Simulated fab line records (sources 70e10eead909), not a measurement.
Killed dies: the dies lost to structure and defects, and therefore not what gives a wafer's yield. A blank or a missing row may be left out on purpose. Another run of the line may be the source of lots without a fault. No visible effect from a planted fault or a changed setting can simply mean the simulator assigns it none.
Chamber matching -- flow nand_harc -- NHARC_A_STAIRCASE_DEP_471 on pecvd-02 has 3 sister chambers
The step deposits SiO2, target thk 100 nm. 20 wafers are shown with their chamber, then 10 later ones without.

## WAFERS PAIRED WITH THEIR CHAMBERS
wafer,chamber,throttle_valve_pct (%),heater_power_w (W)
L074.1,0,16.0,475
L074.3,2,16.3,647
L074.6,2,16.3,636
L079.1,0,15.9,585
L079.4,0,15.7,579
L079.6,2,16.1,626
L081.1,0,15.5,511
L081.2,2,16.0,683
L081.3,1,16.1,498
L081.4,1,16.4,487
L081.5,0,15.7,505
L081.6,2,15.6,660
L084.1,2,15.9,557
L084.5,1,16.2,593
L084.6,2,15.9,565
L088.1,0,15.7,501
L088.4,2,15.5,544
L088.6,1,16.4,615
L089.3,2,15.8,636
L089.4,2,15.9,633

SIGNATURES (averages over the wafers above)
reading,chamber 0,chamber 1,chamber 2,scatter within a chamber
throttle_valve_pct,15.750,16.275,15.930,0.223
heater_power_w,526.00,548.25,618.70,50.1
Rule: for a wafer and a chamber, the distance is found by dividing, reading by reading, the gap between the wafer's reading and the chamber's mean by the reading's scatter, squaring, summing and taking the root. The wafer belongs to the nearest chamber; if the next one is less than 2 further off, it can't be placed. The scatter: the root of (the sum of the squares of (reading less its chamber's mean) over the shown wafers, divided by (wafers less chambers)).

## WAFERS WHOSE CHAMBER IS MISSING
wafer,throttle_valve_pct (%),heater_power_w (W)
L089.6,16.4,541
L090.2,16.0,540
L090.4,16.2,503
L090.5,15.8,408
L094.1,15.8,478
L094.2,15.7,553
L094.3,16.3,599
L097.1,15.9,530
L097.5,16.2,528
L097.6,15.9,553

## THE CHAMBER EACH PASSED THROUGH
wafer,from the rows above,in truth
L089.6,1,1
L090.2,can't be placed: 0 or 1 or 2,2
L090.4,can't be placed: 1 or 0 or 2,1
L090.5,can't be placed: 0 or 1 or 2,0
L094.1,can't be placed: 0 or 1 or 2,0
L094.2,can't be placed: 0 or 2 or 1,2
L094.3,can't be placed: 1 or 2 or 0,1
L097.1,can't be placed: 0 or 1 or 2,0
L097.5,can't be placed: 1 or 0 or 2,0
L097.6,can't be placed: 0 or 2 or 1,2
Correctly placed: 1 of 10. Unplaceable from these rows: 9, with the true chamber sitting among the candidates in 9. Wrongly placed: 0.
